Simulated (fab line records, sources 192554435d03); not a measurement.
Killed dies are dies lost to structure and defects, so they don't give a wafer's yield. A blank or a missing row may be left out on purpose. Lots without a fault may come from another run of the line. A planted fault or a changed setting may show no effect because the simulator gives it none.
Chamber matching | flow n5_finfet | N5_BEOL_M2_ALD_84 on ald_metal-01: 4 sister chambers
The step deposits TaN, pulse time 2 s, purge time 3 s, co reactant purge time 2 s. 8 wafers are shown with their chamber, then 8 later ones without.

WAFERS WITH THEIR CHAMBER
wafer  | chamber | heater_power_w (W) | precursor_vessel_temp_c (C)
L080.5 | 2       | 520                | 75.09
L084.4 | 2       | 506                | 74.90
L086.1 | 3       | 442                | 75.01
L086.2 | 1       | 365                | 75.35
L087.1 | 0       | 455                | 74.95
L087.2 | 1       | 365                | 74.96
L087.4 | 3       | 430                | 74.87
L088.1 | 0       | 451                | 74.85

WAFERS WITHOUT THEIR CHAMBER
wafer  | heater_power_w (W) | precursor_vessel_temp_c (C)
L088.3 | 450                | 75.10
L088.5 | 528                | 75.13
L092.2 | 536                | 74.97
L092.4 | 442                | 75.16
L092.6 | 530                | 74.92
L093.1 | 525                | 74.84
L093.5 | 514                | 74.88
L093.6 | 448                | 75.04

WHICH CHAMBER EACH WENT THROUGH
wafer  | from the rows above     | in truth
L088.3 | can't be placed: 0 or 3 | 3
L088.5 | 2                       | 2
L092.2 | 2                       | 2
L092.4 | can't be placed: 3 or 0 | 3
L092.6 | 2                       | 2
L093.1 | 2                       | 2
L093.5 | 2                       | 2
L093.6 | can't be placed: 0 or 3 | 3
Placed correctly: 5 of 8. Can't be placed from these rows: 3 (the true chamber is among the candidates in 3). Placed wrongly: 0.
How it was worked out, from the rows above alone: a wafer's distance from a chamber is the root of the sum, over the readings, of the square of ((its reading less the chamber's mean) divided by the reading's scatter). The wafer belongs to the nearest chamber; if the next one is less than 2 further off, it can't be placed. A chamber's mean is the mean of its shown wafers. The scatter: the root of (the sum of the squares of (reading less its chamber's mean) over the shown wafers, divided by (wafers less chambers)).
